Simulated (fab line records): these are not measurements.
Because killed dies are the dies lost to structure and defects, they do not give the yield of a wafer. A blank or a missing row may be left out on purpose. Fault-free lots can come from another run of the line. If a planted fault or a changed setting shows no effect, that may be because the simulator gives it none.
Matching of chambers :: flow n5 finfet :: N5_MOL_CONTACT_COAG_CMP_28 on cmp-04: 4 sister chambers
The step polishes, stops on SiNx, t overpolish 0.85 s, target thk 14.522 nm. 18 wafers are shown with their chamber, then 9 later ones without.

## WAFERS, EACH WITH ITS CHAMBER
wafer: L075.2
chamber: 3
motor current A (A): 14.4
time to endpoint s (s): 6.3
platen rpm (rpm): 51.81

wafer: L075.4
chamber: 0
motor current A (A): 13.2
time to endpoint s (s): 3.3
platen rpm (rpm): 51.88

wafer: L075.6
chamber: 0
motor current A (A): 12.9
time to endpoint s (s): 4.1
platen rpm (rpm): 51.82

wafer: L077.1
chamber: 1
motor current A (A): 12.7
time to endpoint s (s): 6.9
platen rpm (rpm): 51.78

wafer: L077.4
chamber: 3
motor current A (A): 15.2
time to endpoint s (s): 8.4
platen rpm (rpm): 51.80

wafer: L077.6
chamber: 3
motor current A (A): 15.4
time to endpoint s (s): 5.7
platen rpm (rpm): 51.81

wafer: L078.2
chamber: 1
motor current A (A): 12.4
time to endpoint s (s): 5.0
platen rpm (rpm): 51.72

wafer: L078.4
chamber: 2
motor current A (A): 14.1
time to endpoint s (s): 3.0
platen rpm (rpm): 51.77

wafer: L078.6
chamber: 2
motor current A (A): 14.1
time to endpoint s (s): 4.7
platen rpm (rpm): 51.83

wafer: L081.1
chamber: 0
motor current A (A): 13.5
time to endpoint s (s): 1.0
platen rpm (rpm): 51.79

wafer: L081.2
chamber: 2
motor current A (A): 14.3
time to endpoint s (s): 4.5
platen rpm (rpm): 51.75

wafer: L081.6
chamber: 0
motor current A (A): 12.5
time to endpoint s (s): 3.5
platen rpm (rpm): 51.79

wafer: L082.1
chamber: 3
motor current A (A): 15.1
time to endpoint s (s): 4.0
platen rpm (rpm): 51.79

wafer: L082.4
chamber: 2
motor current A (A): 14.0
time to endpoint s (s): 5.1
platen rpm (rpm): 51.79

wafer: L082.5
chamber: 2
motor current A (A): 13.7
time to endpoint s (s): 2.3
platen rpm (rpm): 51.78

wafer: L084.2
chamber: 3
motor current A (A): 13.9
time to endpoint s (s): 8.0
platen rpm (rpm): 51.80

wafer: L084.5
chamber: 1
motor current A (A): 12.8
time to endpoint s (s): 7.4
platen rpm (rpm): 51.79

wafer: L084.6
chamber: 2
motor current A (A): 13.9
time to endpoint s (s): 6.7
platen rpm (rpm): 51.77

SIGNATURES (means of the wafers above)
reading: motor current A
chamber 0: 13.025
chamber 1: 12.633
chamber 2: 14.017
chamber 3: 14.800
scatter within a chamber: 0.416

reading: time to endpoint s
chamber 0: 2.975
chamber 1: 6.433
chamber 2: 4.383
chamber 3: 6.480
scatter within a chamber: 1.55

reading: platen rpm
chamber 0: 51.8200
chamber 1: 51.7633
chamber 2: 51.7817
chamber 3: 51.8020
scatter within a chamber: 0.0296
Rule: a wafer's distance from a chamber is the root of the sum, over the readings, of the square of ((its reading less the chamber's mean) divided by the reading's scatter). The wafer belongs to the nearest chamber; if the next one is less than 2 further off, it can't be placed. The scatter is the square root of a quotient: the sum, over the shown wafers, of each reading's squared deviation from its chamber's mean, divided by wafers minus chambers.

## WAFERS MISSING THEIR CHAMBER
wafer: L087.2
motor current A (A): 15.4
time to endpoint s (s): 4.5
platen rpm (rpm): 51.82

wafer: L087.3
motor current A (A): 12.6
time to endpoint s (s): 5.1
platen rpm (rpm): 51.78

wafer: L087.6
motor current A (A): 15.5
time to endpoint s (s): 5.9
platen rpm (rpm): 51.86

wafer: L094.3
motor current A (A): 14.9
time to endpoint s (s): 6.0
platen rpm (rpm): 51.77

wafer: L094.5
motor current A (A): 15.9
time to endpoint s (s): 4.8
platen rpm (rpm): 51.77

wafer: L094.6
motor current A (A): 14.2
time to endpoint s (s): 2.0
platen rpm (rpm): 51.85

wafer: L097.3
motor current A (A): 14.6
time to endpoint s (s): 1.3
platen rpm (rpm): 51.80

wafer: L097.4
motor current A (A): 15.6
time to endpoint s (s): 3.1
platen rpm (rpm): 51.82

wafer: L097.5
motor current A (A): 14.1
time to endpoint s (s): 0.5
platen rpm (rpm): 51.83

## EACH ONE'S CHAMBER
wafer: L087.2
from the rows above: can't be placed: 3 or 2
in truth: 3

wafer: L087.3
from the rows above: can't be placed: 1 or 0
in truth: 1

wafer: L087.6
from the rows above: can't be placed: 3 or 2
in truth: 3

wafer: L094.3
from the rows above: can't be placed: 3 or 2
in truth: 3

wafer: L094.5
from the rows above: can't be placed: 3 or 2
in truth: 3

wafer: L094.6
from the rows above: can't be placed: 2 or 0 or 3
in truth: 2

wafer: L097.3
from the rows above: can't be placed: 2 or 3 or 0
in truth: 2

wafer: L097.4
from the rows above: can't be placed: 3 or 2
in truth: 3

wafer: L097.5
from the rows above: can't be placed: 2 or 0 or 3
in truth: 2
Correctly placed: 0 of 9. Not placeable from these rows: 9 (in 9, the candidates include the true chamber). 0 placed wrongly.
